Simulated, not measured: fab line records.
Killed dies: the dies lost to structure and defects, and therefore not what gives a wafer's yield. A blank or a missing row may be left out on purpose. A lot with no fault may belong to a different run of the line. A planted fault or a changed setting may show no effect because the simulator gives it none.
Chamber matching :: flow n5_finfet :: ald_metal-04 running N5_HKMG_FIN_ALD_71: 4 sister chambers
The step deposits TiN, target thk 1 nm, pulse time 1 s, purge time 3 s. 4 wafers are shown with their chamber, then 9 later ones without.

WAFERS, EACH WITH ITS CHAMBER
wafer: L078.5
chamber: 3
heater_power_outer_w (W): 535

wafer: L081.1
chamber: 2
heater_power_outer_w (W): 465

wafer: L085.3
chamber: 1
heater_power_outer_w (W): 579

wafer: L085.5
chamber: 0
heater_power_outer_w (W): 465

WAFERS WITHOUT THEIR CHAMBER
wafer: L088.1
heater_power_outer_w (W): 569

wafer: L088.3
heater_power_outer_w (W): 524

wafer: L088.5
heater_power_outer_w (W): 552

wafer: L092.1
heater_power_outer_w (W): 542

wafer: L092.2
heater_power_outer_w (W): 472

wafer: L092.3
heater_power_outer_w (W): 535

wafer: L095.2
heater_power_outer_w (W): 463

wafer: L095.3
heater_power_outer_w (W): 530

wafer: L095.4
heater_power_outer_w (W): 568

CHAMBER TAKEN BY EACH
wafer: L088.1
from the rows above: 1
in truth: 1

wafer: L088.3
from the rows above: 3
in truth: 3

wafer: L088.5
from the rows above: can't be placed: 3 or 1
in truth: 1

wafer: L092.1
from the rows above: 3
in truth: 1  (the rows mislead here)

wafer: L092.2
from the rows above: can't be placed: 0 or 2
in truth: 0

wafer: L092.3
from the rows above: 3
in truth: 3

wafer: L095.2
from the rows above: can't be placed: 0 or 2
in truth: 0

wafer: L095.3
from the rows above: 3
in truth: 3

wafer: L095.4
from the rows above: 1
in truth: 1
Correctly placed: 5 of 9. Can't be placed from these rows: 3 (the true chamber is among the candidates in 3). Placed wrongly: 1.
How it was worked out, from the rows above alone: a wafer's distance from a chamber is the root of the sum, over the readings, of the square of ((its reading less the chamber's mean) divided by the reading's scatter). The wafer belongs to the nearest chamber; if the next one is less than 2 further off, it can't be placed. A chamber's mean is the mean of its shown wafers. The scatter: root of mean squared gap, hidden wafer to nearest shown wafer, with one shown wafer a chamber.
